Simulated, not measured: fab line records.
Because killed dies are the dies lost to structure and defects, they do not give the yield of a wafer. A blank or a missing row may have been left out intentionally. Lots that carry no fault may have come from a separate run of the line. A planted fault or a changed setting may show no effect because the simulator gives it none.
Comparing a struck lot with a sound one || flow n5_finfet || 26 out of 1938 route steps
Sound: these wafers, L631.1, L631.3, L631.6. The struck wafers were L636.1, L636.2, L636.6. The cause is given at the end.
Per side, at each step with rows, come the tool, then ch with its chambers, and then its first start. Under that, the readings that differ: sound wafers || struck wafers || difference of the means || sigmas: that difference in standard deviations of wafers without a fault.
alike: readings with means less than 2 such deviations apart, plus words and numbers identical on both sides. not compared: withheld readings, readings lacking a value on some wafer, bounds such as >300 that could conceal the same value, and numbers that have no deviation in the record and whose values overlap.
Wherever a step has rows on one side only, a row that says differs or no value, or a row with sigmas, the two part there. Numbers that don't overlap but have no deviation are shown without sigmas and don't part them. A reading missing from all wafers of one side parts the sides only when that side holds two or more wafers.

N5_BEOL_M6_RS_MEAS_57: the measuring method here is four-point-probe.
  struck on film_metro-02, day 13 13:49; sound on film_metro-01, day 11 00:58
  alike: M6_RS
N5_BEOL_M6_INSPECT_58: inspects for defects (darkfield).
  struck on defect_inspect-01, day 13 13:51; sound on defect_inspect-02, day 11 00:59
  alike: raw_defect_count
then, 1 step without rows for these wafers: N5_BEOL_M7_ILD_DEP_00 (deposits SiCOH lowk from DEMS/porogen, target thk 179.75 nm, time 33.4 s).
N5_BEOL_M7_CURE_74: cures SiCOH lowk, time 240 s.
  sound on uv_cure-01 ch 0, day 11 02:10; struck on uv_cure-01 ch 2, day 13 13:57
  alike: lamp_power_pct, wafer_temp_C_max
N5_BEOL_M7_THK_MEAS_01:
  struck on film_metro-01, day 13 14:56; sound on film_metro-02, day 11 02:41
  alike: M7_ILD_THK
N5_BEOL_M7_PECVD_70: deposits SiO2 from TEOS/O2, target thk 20 nm, time 22.7 s.
  sound on pecvd-01 ch 0,1,2, day 11 02:43; struck on pecvd-04 ch 0,1, day 13 14:59
  alike: heater_power_w, showerhead_plenum_p_Torr, throttle_valve_pct
N5_BEOL_M7_HM_DEP_02: deposits TiN, target thk 20 nm.
  struck on pvd_sputter-02, day 13 16:20; sound on pvd_sputter-01, day 11 02:56
  alike: throttle_valve_pct
then, 5 steps without rows for these wafers: N5_BEOL_M7_COAT_59 (time 60 s, resist thk 100 nm); N5_BEOL_M7_COAT_60 (time 60 s, resist thk 35 nm); N5_BEOL_M7_COAT_05 (resist thk 90 nm); N5_BEOL_M7_EBR_07; N5_BEOL_M7_SOFTBAKE_06 (time 60 s).
N5_BEOL_M7_EXPOSE_08: exposes mask M7.
  sound on arfi_scanner-02 ch 0, day 11 03:10; struck on arfi_scanner-02 ch 0, day 13 16:42
{"reading": "exposure_dose_mJ_cm2", "sound": "68.13 68.21 68.15", "struck": "66.24 66.28 66.33", "difference": -1.88, "sigmas": -28}
  alike: mask
then, 2 steps without rows for these wafers: N5_BEOL_M7_PEB_09 (peb time 60 s); N5_BEOL_M7_DEVELOP_10 (develop time 30 s).
N5_BEOL_M7_CD_MEAS_11: target cd 38.5 nm.
  sound on cd_sem-03 ch 0, day 11 03:18; struck on cd_sem-01 ch 0, day 13 16:50
  alike: cd_nm
N5_BEOL_M7_OVL_MEAS_12:
  sound on overlay-01 ch 0, day 11 03:20; struck on overlay-02 ch 0, day 13 16:52
  alike: M7_OVL
N5_BEOL_M7_INSPECT_13: inspects for defects (brightfield).
  struck on defect_inspect-01, day 13 16:53; sound on defect_inspect-02, day 11 03:22
  alike: raw_defect_count
N5_BEOL_M7_DESCUM_16: chemistry O2, time 7.9 s.
  sound on rie_diel-04 ch 0,3, day 11 03:23; struck on rie_diel-05 ch 1,2, day 13 16:55
{"reading": "throttle_valve_pct (%)", "sound": "20.84 20.79 20.85", "struck": "20.29 20.23 20.23", "difference": -0.58, "sigmas": -2}
  alike: drypump_motor_current_A, oes_product_au, rf_vpp_V, showerhead_plenum_p_Torr
  not compared: rf_hours_counter_h
N5_BEOL_M7_ETCH_61: etches SiARC in CF4, target depth 45.5 nm, time 75.8 s.
  sound on rie_diel-04 ch 0,3, day 11 03:26; struck on rie_diel-05 ch 1,2, day 13 16:57
{"reading": "etch_rf_on_time_s (s)", "sound": "82.5 76.3 82.5", "struck": "74.7 74.9 74.8", "difference": -5.6, "sigmas": -3}
{"reading": "model.BEOL_M7.cd_offset_nm (nm)", "sound": "0.6 0.8 1", "struck": "-0.2 0 -0.2", "difference": -0.9, "sigmas": ""}
  alike: bias_w, drypump_motor_current_A, oes_product_au, rf_vpp_V, showerhead_plenum_p_Torr, throttle_valve_pct
  not compared: rf_hours_counter_h
N5_BEOL_M7_ETCH_62: etches SOC in N2/H2, target depth 110 nm, overetch 22 nm, time 165 s.
  sound on rie_diel-04 ch 0,3, day 11 03:29; struck on rie_diel-05 ch 1,2, day 13 17:01
{"reading": "throttle_valve_pct (%)", "sound": "18.07 18.20 18.07", "struck": "17.63 17.60 17.58", "difference": -0.51, "sigmas": -2}
  alike: bias_w, drypump_motor_current_A, oes_product_au, rf_vpp_V, showerhead_plenum_p_Torr
  not compared: rf_hours_counter_h
then, 2 steps without rows for these wafers: N5_BEOL_M7_STRIP_68 (strips in N2/H2); N5_BEOL_M7_STRIP_67 (strips in CF4).
N5_BEOL_M7_HM_OPEN_17: chemistry Cl2/BCl3, target TiN, target depth 20 nm, overetch 6 nm.
  sound on rie_metal-03 ch 0,1, day 11 03:40; struck on rie_metal-03 ch 0,1, day 13 17:12
  alike: bias_w, drypump_motor_current_A, oes_product_au, throttle_valve_pct
  not compared: rf_hours_counter_h, model.BEOL_M7.cd_offset_nm
then, 2 steps without rows for these wafers: N5_BEOL_M7_STRIP_19 (strips in O2); N5_PASSIVATION_PROBE_49.

== WHERE THEY PART ==
At N5_BEOL_M7_EXPOSE_08 first; at N5_BEOL_M7_ETCH_62 last (within this record only). Later steps at which nothing parts them and some readings are alike: N5_BEOL_M7_HM_OPEN_17.

WHY: the cause the simulator had injected
Process parameters drifting: arfi_scanner-02 at N5_BEOL_M7_EXPOSE_08, beginning at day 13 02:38. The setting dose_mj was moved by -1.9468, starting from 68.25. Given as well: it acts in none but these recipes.
